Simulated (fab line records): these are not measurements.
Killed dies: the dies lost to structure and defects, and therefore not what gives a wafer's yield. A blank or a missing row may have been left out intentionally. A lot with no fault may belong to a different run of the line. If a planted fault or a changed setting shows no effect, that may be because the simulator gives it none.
Split-lot trial -- flow n5 finfet -- 21 wafers read across 7 lots, on a route 1938 steps long

== ON THE SPLIT ==
At N5_FIN_SAQP_SPACER1_ALD_24 (deposits SiO2, target thk 20.3 nm, pulse time 1 s, purge time 2 s), the setting ald cycles was moved away from the recipe's 218 on 10 of the 21 wafers read, by -14.2% to +13.8%. The other wafers ran this setting at the recipe's value.

== FROM THE SPLIT TO THE READING: what the file shows between them, 2 steps ==
- N5_FIN_SAQP_SPACER1_ETCHBACK_25: etches SiO2 in CHF3/O2, target depth 24.4 nm, time 12.2 s
- N5_FIN_SAQP_MANDREL1_REMOVE_56: chemistry HBr/Cl2/O2, target a-Si, stops on SiNx, bt time 10 s

== THE READING ==
cd nm, in nm, at N5_FIN_SAQP_CD_MEAS_27 (target cd 20 nm). A value of 20.28 nm with a standard deviation of 0.22 nm is what fault-free wafers of this fab line usually give.

wafer,"tool, chamber at the split",ald cycles as run,against the recipe,"cd nm, nm",against lot-mates on the recipe
L078.3,"ald sin-02, 3,2",218,recipe,20.14,-
L078.5,"ald sin-02, 1",218,recipe,20.58,-
L078.6,"ald sin-02, 3,2",218,recipe,20.28,-
L079.1,"ald sin-01, 2",196,-10.1%,18.59,-2.18
L079.2,"ald sin-01, 3",196,-10.1%,18.46,-2.31
L079.3,"ald sin-01, 1",218,recipe,20.77,-
L084.2,"ald sin-03, 1,2,0",198,-9.2%,18.63,no lot-mate on the recipe
L084.3,"ald sin-03, 1,2,0",198,-9.2%,18.11,no lot-mate on the recipe
L084.4,"ald sin-03, 1,2,0",198,-9.2%,18.18,no lot-mate on the recipe
L086.1,"ald sin-02, 0,1,2",218,recipe,20.56,-
L086.5,"ald sin-02, 0,1,2",218,recipe,20.37,-
L086.6,"ald sin-02, 0,1,2",218,recipe,20.26,-
L089.2,"ald sin-02, 1",248,+13.8%,23.21,+3.18
L089.5,"ald sin-02, 0",218,recipe,20.03,-
L089.6,"ald sin-02, 1",248,+13.8%,22.90,+2.87
L092.2,"ald sin-03, 0",218,recipe,20.53,-
L092.3,"ald sin-03, 2,0",189,-13.3%,17.76,-2.77
L092.6,"ald sin-03, 2,0",189,-13.3%,17.67,-2.86
L094.2,"ald sin-01, 3",218,recipe,19.98,-
L094.5,"ald sin-01, 0",187,-14.2%,17.21,-3.00
L094.6,"ald sin-01, 1",218,recipe,20.44,-
If several chambers appear in one row, that row covers several wafers at once and the file leaves open which wafer was in which chamber.

FIT RESULTS
A straight line over all 21 wafers: cd nm changes by +0.202 nm for each +1% of ald cycles; r = +0.99; the points scatter about the line by 0.24 nm.
The same after taking each lot's own level away (the mean of its wafers on the recipe; 18 wafers): +0.216 nm for each +1%; r = +1.00; scatter 0.15 nm.
The reading moves by 3.1 nm for the largest change in ald cycles, on that fit.
The lots' own levels span 20.030 to 20.770 nm, that is 3.4 times the standard deviation above.
The two slopes are in agreement: the lot-to-lot level therefore moves the slope only a little.
Check: -3.08 nm against its lot-mates is what the line predicts for one of the wafers moved furthest among these (-14.2%) when that wafer is left out of the fit. It came out at -3 nm against them.

== FURTHER SPLITS ON THESE WAFERS ==
Note: prior to the reading, these wafers also went through further splits. Each is held against what the fit with the lots' levels taken away leaves over:
other split on the same wafers,wafers away from the commonest value,r with cd nm (lot level and that fit taken away)
N5_ZERO_LAYER_EXPOSE_08 dose mj,9,-0.03
N5_ZERO_LAYER_DEVELOP_10 develop time s,6,-0.32
N5_PMOS_HMC_CHANNEL_EPI_EXPOSE_06 dose mj,6,-0.17
N5_PMOS_HMC_CHANNEL_EPI_DESCUM_14 time s,7,+0.34

== THE WHOLE CHAIN: every reading that the file lists as answering this split, in the file's order ==
step,what it does,reading,change (the file's fit),r (the file's)
N5_FIN_SAQP_SPACER1_ALD_24,"deposits SiO2, target thk 20.3 nm, pulse time 1 s, purge time 2 s","SiO2_of_FIN_SAQP_SPACER1_ALD_24.thk nm (the simulator's own value, which no gauge read)",+0.204 nm for each +1% of the setting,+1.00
N5_FIN_SAQP_MANDREL1_REMOVE_56,"chemistry HBr/Cl2/O2, target a-Si, stops on SiNx, bt time 10 s","FIN_SAQP.cd nm (the simulator's own value, which no gauge read)",+0.203 nm for each +1% of the setting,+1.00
N5_FIN_SAQP_CD_MEAS_27,target cd 20 nm,cd nm,+0.215 nm for each +1% of the setting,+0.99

== FILE'S OWN FIT ==
cd nm changes by +0.215 nm for each +1% of ald cycles, r = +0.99.
